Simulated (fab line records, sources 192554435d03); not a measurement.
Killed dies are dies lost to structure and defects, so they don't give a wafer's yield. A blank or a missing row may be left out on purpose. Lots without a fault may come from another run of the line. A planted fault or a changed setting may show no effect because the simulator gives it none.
Split-lot experiment | flow n5_finfet | 7 lots, 21 wafers read, on a route of 1938 steps

THE SPLIT
At N5_BEOL_M7_PECVD_70 (deposits SiO2 from TEOS/O2, target thk 20 nm, time 22.7 s), the setting temp_c was moved away from the recipe's 400 C on 5 of the 21 wafers read, by -3.8% to +4.2%. The other wafers ran this setting at the recipe's value.

FROM THE SPLIT TO THE READING: what the file shows between them, 7 steps
- N5_BEOL_M7_COAT_05: resist thk 90 nm (also split here: spin_rpm)
- N5_BEOL_M7_EBR_07
- N5_BEOL_M7_SOFTBAKE_06: time 60 s
- N5_BEOL_M7_EXPOSE_08: exposes mask M7
- N5_BEOL_M7_PEB_09: peb time 60 s
- N5_BEOL_M7_DEVELOP_10: develop time 30 s
- N5_BEOL_M7_STRIP_80: strips in N2/H2, time 10 s

THE READING
SiO2_of_BEOL_M7_PECVD_70.thk_nm (the simulator's own value, which no gauge read), in nm, at N5_BEOL_M7_HM_STRIP_39 (strips TiN in peroxide tin strip, target depth 25 nm, time 158 s). The file gives no usual value for it. The 16 wafers here that ran the recipe average 19.7 nm, standard deviation 0.33 nm.

wafer  | tool, chamber at the split | temp_c as run, C | against the recipe | SiO2_of_BEOL_M7_PECVD_70.thk_nm, nm | against lot-mates on the recipe
L076.1 | pecvd-01, 2                | 400              | recipe             | 19.8                                | -
L076.2 | pecvd-01, 1                | 393              | -1.7%              | 21                                  | +1.2
L076.5 | pecvd-01, 0                | 393              | -1.7%              | 20.8                                | +1.0
L077.2 | pecvd-01, 0                | 400              | recipe             | 19.6                                | -
L077.4 | pecvd-01, 0                | 400              | recipe             | 19.6                                | -
L077.3 | pecvd-01, 1                | 416.7            | +4.2%              | 17.6                                | -2.0
L085.2 | pecvd-01, 0                | 400              | recipe             | 19.8                                | -
L085.5 | pecvd-01, 2                | 400              | recipe             | 19.8                                | -
L085.3 | pecvd-01, 1                | 393.3            | -1.7%              | 20.8                                | +1.0
L089.1 | pecvd-03, 2,1              | 400              | recipe             | 19.8                                | -
L089.5 | pecvd-03, 2,1              | 400              | recipe             | 19.8                                | -
L089.4 | pecvd-03, 0                | 400              | recipe             | 20.2                                | -
L094.2 | pecvd-01, 1                | 384.7            | -3.8%              | 22                                  | +1.8
L094.4 | pecvd-01, 2                | 400              | recipe             | 20                                  | -
L094.6 | pecvd-01, 1                | 400              | recipe             | 20.4                                | -
L096.2 | pecvd-01, 0                | 400              | recipe             | 19.2                                | -
L096.5 | pecvd-01, 0                | 400              | recipe             | 19.6                                | -
L096.6 | pecvd-01, 1                | 400              | recipe             | 19.8                                | -
L097.2 | pecvd-04, 1                | 400              | recipe             | 19                                  | -
L097.4 | pecvd-04, 0,1              | 400              | recipe             | 19.6                                | -
L097.5 | pecvd-04, 0,1              | 400              | recipe             | 19.4                                | -
Where a row lists several chambers, the file gives one row for several wafers and doesn't say which wafer went through which chamber.

THE FIT
A straight line over all 21 wafers: SiO2_of_BEOL_M7_PECVD_70.thk_nm changes by -0.569 nm for each +1% of temp_c; r = -0.93; the points scatter about the line by 0.32 nm.
The same after taking each lot's own level away (the mean of its wafers on the recipe; 21 wafers): -0.503 nm for each +1%; r = -0.97; scatter 0.19 nm.
On that fit, the largest move of temp_c shifts the reading by 2.1 nm.
The lots' own levels span 19.33 to 20.20 nm, that is 2.6 times the standard deviation above.
So the lot-to-lot level changes the slope: the two fits differ.
Check: with one of the wafers moved furthest among these (+4.2%) left out of the fit, the line predicts -2.16 nm for it against its lot-mates. It came out at -2 nm against them.

OTHER SPLITS ON THESE WAFERS
These wafers also went through other splits before the reading. Each is held against what the fit with the lots' levels taken away leaves over:
other split on the same wafers    | wafers away from the commonest value | r with SiO2_of_BEOL_M7_PECVD_70.thk_nm (lot level and that fit taken away)
N5_BEOL_M6_EXPOSE_25 dose_mj      | 11                                   | -0.04
N5_BEOL_M6_ETCH_65 target_depth_a | 6                                    | +0.18
N5_BEOL_M7_COAT_05 spin_rpm       | 12                                   | +0.12

THE WHOLE CHAIN: every reading that the file lists as answering this split, in the file's order
step                   | what it does                                                     | reading                                                                          | change (the file's fit)               | r (the file's)
N5_BEOL_M7_PECVD_70    | deposits SiO2 from TEOS/O2, target thk 20 nm, time 22.7 s        | SiO2_of_BEOL_M7_PECVD_70.thk_nm (the simulator's own value, which no gauge read) | -0.47 nm for each +1% of the setting  | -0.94
N5_BEOL_M7_HM_STRIP_39 | strips TiN in peroxide tin strip, target depth 25 nm, time 158 s | SiO2_of_BEOL_M7_PECVD_70.thk_nm (the simulator's own value, which no gauge read) | -0.497 nm for each +1% of the setting | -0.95

THE FILE'S OWN FIT
SiO2_of_BEOL_M7_PECVD_70.thk_nm changes by -0.497 nm for each +1% of temp_c, r = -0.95.
